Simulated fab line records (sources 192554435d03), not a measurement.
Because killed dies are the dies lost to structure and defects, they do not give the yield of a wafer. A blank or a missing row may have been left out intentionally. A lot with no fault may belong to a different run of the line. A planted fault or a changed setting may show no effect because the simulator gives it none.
Split-lot experiment -- flow n5-finfet -- 7 lots, 21 wafers read, on a route of 1938 steps

THE SPLIT ITSELF
At N5_BEOL_M9_COAT_60 (time 60 s, resist thk 30 nm), the setting spin-rpm was moved away from the recipe's 1500 rpm on 8 of the 21 wafers read, by -8.4% to +8.6%. The other wafers ran this setting at the recipe's value.

FROM THE SPLIT TO THE READING: what the file shows between them, 4 steps
- N5_BEOL_M9_COAT_05: resist thk 90 nm
- N5_BEOL_M9_EBR_07
- N5_BEOL_M9_DESCUM_16: chemistry O2, time 7.9 s
- N5_BEOL_M9_ETCH_61: etches SiARC in CF4, target depth 39 nm, time 65 s

THE READING
SiARC_of_BEOL_M9_COAT_60.thk-nm (the simulator's own value, which no gauge read), in nm, at N5_BEOL_M9_ETCH_62 (etches SOC in N2/H2, target depth 110 nm, overetch 22 nm, time 165 s). There is no usual value for it anywhere in the file. Average 23.6 nm, standard deviation 0.2 nm, over the 13 wafers here run with the recipe.

wafer,"tool, chamber at the split","spin-rpm as run, rpm",against the recipe,"SiARC_of_BEOL_M9_COAT_60.thk-nm, nm",against lot-mates on the recipe
L078.1,"litho-track-05, 0",1500,recipe,23.6,-
L078.2,"litho-track-05, 0",1548,+3.2%,23.4,-0.2
L078.6,"litho-track-05, 0",1548,+3.2%,23.2,-0.4
L077.3,"litho-track-05, 0",1500,recipe,23.8,-
L077.6,"litho-track-05, 0",1500,recipe,23.8,-
L077.5,"litho-track-05, 0",1629,+8.6%,22.4,-1.4
L082.3,"litho-track-02, 0",1566,+4.4%,22.8,-0.8
L082.4,"litho-track-02, 0",1500,recipe,23.6,-
L082.5,"litho-track-02, 0",1500,recipe,23.6,-
L090.1,"litho-track-05, 0",1500,recipe,23.4,-
L090.3,"litho-track-05, 0",1406,-6.3%,24.6,+1.3
L090.6,"litho-track-05, 0",1500,recipe,23.2,-
L092.1,"litho-track-04, 0",1500,recipe,23.8,-
L092.2,"litho-track-04, 0",1500,recipe,23.6,-
L092.6,"litho-track-04, 0",1500,recipe,23.6,-
L095.3,"litho-track-05, 0",1500,recipe,23.2,-
L095.5,"litho-track-05, 0",1374,-8.4%,24.4,+1.2
L095.6,"litho-track-05, 0",1374,-8.4%,24.6,+1.4
L094.3,"litho-track-02, 0",1396,-6.9%,24.8,+1.1
L094.4,"litho-track-02, 0",1500,recipe,23.6,-
L094.6,"litho-track-02, 0",1500,recipe,23.8,-

THE FIT
A straight line over all 21 wafers: SiARC_of_BEOL_M9_COAT_60.thk-nm changes by -0.133 nm for each +1% of spin-rpm; r = -0.94; the points scatter about the line by 0.21 nm.
The same after taking each lot's own level away (the mean of its wafers on the recipe; 21 wafers): -0.16 nm for each +1%; r = -0.98; scatter 0.12 nm.
Per that fit: largest spin-rpm move, reading shift of 1.4 nm.
The lots' own levels span 23.20 to 23.80 nm, that is 3.0 times the standard deviation above.
In other words, the slope is changed by the lot-to-lot level; the two fits disagree.
Check: -1.33 nm against its lot-mates is what the line predicts for one of the wafers moved furthest among these (+8.6%) when that wafer is left out of the fit. Against them it came out at -1.4 nm.

FURTHER SPLITS ON THESE WAFERS
Note: prior to the reading, these wafers also went through further splits. Each is held against what the fit with the lots' levels taken away leaves over:
other split on the same wafers,wafers away from the commonest value,r with SiARC_of_BEOL_M9_COAT_60.thk-nm (lot level and that fit taken away)
N5_BEOL_M7_DESCUM_33 time-s,7,-0.44
N5_BEOL_M8_COAT_60 spin-rpm,2,-0.25

THE WHOLE CHAIN: every reading that the file lists as answering this split, in the file's order
step,what it does,reading,change (the file's fit),r (the file's)
N5_BEOL_M9_COAT_60,"time 60 s, resist thk 30 nm","SiARC_of_BEOL_M9_COAT_60.thk-nm (the simulator's own value, which no gauge read)",-0.154 nm for each +1% of the setting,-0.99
N5_BEOL_M9_ETCH_61,"etches SiARC in CF4, target depth 39 nm, time 65 s","etch.depth-nm (the simulator's own value, which no gauge read)",-0.153 nm for each +1% of the setting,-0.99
N5_BEOL_M9_ETCH_61,"etches SiARC in CF4, target depth 39 nm, time 65 s","CAR-ArF_of_BEOL_M9_COAT_05.thk-nm (the simulator's own value, which no gauge read)",+0.146 nm for each +1% of the setting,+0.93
N5_BEOL_M9_ETCH_62,"etches SOC in N2/H2, target depth 110 nm, overetch 22 nm, time 165 s","SiARC_of_BEOL_M9_COAT_60.thk-nm (the simulator's own value, which no gauge read)",-0.165 nm for each +1% of the setting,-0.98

THE FILE'S OWN FIT
SiARC_of_BEOL_M9_COAT_60.thk-nm changes by -0.165 nm for each +1% of spin-rpm, r = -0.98.
